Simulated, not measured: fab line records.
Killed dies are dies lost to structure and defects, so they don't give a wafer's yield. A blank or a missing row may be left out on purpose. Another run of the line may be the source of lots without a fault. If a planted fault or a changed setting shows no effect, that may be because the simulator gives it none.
A struck lot beside a sound one | flow n5_finfet | 16 steps out of a route of 1938
Sound: these wafers, L330.1, L330.2, L330.6. The struck wafers were L327.1, L327.2, L327.6. At the end, the cause is stated.
At each step with rows: each side's tool, then ch and its chambers, then its first start. Under that, the readings that differ: sound wafers | struck wafers | difference of the means | sigmas: that difference in standard deviations of wafers without a fault.
alike: readings with means less than 2 such deviations apart, plus words and numbers identical on both sides. not compared: withheld readings, readings lacking a value on some wafer, bounds such as >300 that could conceal the same value, and numbers that have no deviation in the record and whose values overlap.
A row with sigmas, a row that says differs or no value, or rows on one side alone: a step with any of these is where the two part. Numbers that don't overlap but have no deviation are shown without sigmas and don't part them. A reading that every wafer of one side lacks parts them only if that side has two wafers or more.

first, 5 steps without rows for these wafers: N5_SD_EPI_N_EBR_05; N5_SD_EPI_N_SOFTBAKE_04 (time 60 s); N5_SD_EPI_N_EXPOSE_06 (exposes mask SD N BLK, target cd 120 nm); N5_SD_EPI_N_PEB_07 (peb time 60 s); N5_SD_EPI_N_DEVELOP_08 (develop time 30 s).
N5_SD_EPI_N_CD_MEAS_09: the cd target is 120 nm.
  sound on cd_sem-01 ch 0, day 7 09:04; struck on cd_sem-01 ch 0, day 6 07:17
  alike: cd_nm
N5_SD_EPI_N_OVL_MEAS_10:
  sound on overlay-02 ch 0, day 7 09:06; struck on overlay-02 ch 0, day 6 07:19
  alike: SD_N_BLK_OVL
N5_SD_EPI_N_INSPECT_11: inspects for defects (macro).
  sound on defect_inspect-02 at day 7 09:07; struck on defect_inspect-02 at day 6 07:20
  alike: raw_defect_count
N5_SD_EPI_N_DESCUM_14: chemistry O2, time 7.9 s.
  sound on rie_diel-02 ch 0,1,2, day 7 09:09; struck on rie_diel-03 ch 1,2, day 6 07:23
  alike: drypump_motor_current_A, oes_product_au, rf_vpp_V, showerhead_plenum_p_Torr, throttle_valve_pct
  not compared: rf_hours_counter_h
N5_SD_EPI_N_ETCH_34: etches SiARC in CF4, target depth 45.5 nm, time 75.8 s.
  sound on rie_diel-02 ch 0,1,2, day 7 09:11; struck on rie_diel-03 ch 1,2, day 6 07:25
  alike: drypump_motor_current_A, etch_rf_on_time_s, oes_product_au, rf_vpp_V, showerhead_plenum_p_Torr, throttle_valve_pct
  not compared: rf_hours_counter_h
N5_SD_EPI_N_ETCH_35: etches SOC in N2/H2, overetch 108 nm, time 486 s.
  sound on rie_diel-02 ch 0,1,2, day 7 09:14; struck on rie_diel-03 ch 1,2, day 6 07:28
  alike: drypump_motor_current_A, oes_product_au, rf_vpp_V, showerhead_plenum_p_Torr, throttle_valve_pct
  not compared: rf_hours_counter_h
then, 1 step without rows for these wafers: N5_SD_EPI_N_STRIP_36 (strips in N2/H2).
N5_SD_EPI_N_ETCHBACK_44: etches SiNx in CH3F/O2, stops on SiO2, target depth 14.5 nm.
  sound on rie_diel-02 ch 0,1,2, day 7 09:34; struck on rie_diel-03 ch 1,2, day 6 07:47
  reading        | sound       | struck                  | difference | sigmas
  over_etch_frac | 0.3 0.3 0.3 | 0.48746 0.48746 0.48746 | +0.18746   |
  alike: drypump_motor_current_A, oes_product_au, rf_vpp_V, showerhead_plenum_p_Torr, throttle_valve_pct
  not compared: rf_hours_counter_h
N5_SD_EPI_N_ETCH_45: etches SiOCN in CH3F/O2, target depth 6 nm.
  sound on rie_diel-02 ch 0,1,2, day 7 09:40; struck on rie_diel-03 ch 1,2, day 6 07:53
  alike: drypump_motor_current_A, oes_product_au, rf_vpp_V, showerhead_plenum_p_Torr, throttle_valve_pct
  not compared: rf_hours_counter_h
-- record jumps: 5 days separate the struck wafers' starts on either side; left off in module SD_EPI_N, taken up again in module BEOL_M4, whose first shown step is the route's number 1111 --
N5_BEOL_M4_RC_MEAS_101:
  sound on prober-02 ch 0, day 12 15:31; struck on prober-01 ch 0, day 11 06:30
  reading   | sound             | struck            | difference | sigmas
  VT_N (mV) | 253.4 255.7 258.4 | 250.7 247.7 249.2 | -6.6       | -2
  alike: DIBL_N, DIBL_P, IOFF_N, IOFF_P, ION_N, ION_P, SS_N, SS_P, VT_P
-- the record jumps here: 5 days lie between the struck wafers' starts before and after (it left off in module BEOL_M4 and takes up again in module PASSIVATION, whose first step shown is number 1936 of the route) --
N5_PASSIVATION_PROBE_49:
  sound on prober-02 at day 16 21:29; struck on prober-01 at day 15 22:06
  alike: defect_limited_yield, killed_at_M0_to_M3, killed_at_M4_up, killed_at_contacts, killed_at_front_end, killed_at_other, killed_dies, killed_open, killed_short, sort_bin_5_function, sort_bin_6_memory, sort_bin_8_speed, sort_n_pass

## WHERE THEY PART
N5_BEOL_M4_RC_MEAS_101 only, going by this record. Later steps at which nothing parts them and some readings are alike: N5_PASSIVATION_PROBE_49.

WHY: the cause the simulator had injected
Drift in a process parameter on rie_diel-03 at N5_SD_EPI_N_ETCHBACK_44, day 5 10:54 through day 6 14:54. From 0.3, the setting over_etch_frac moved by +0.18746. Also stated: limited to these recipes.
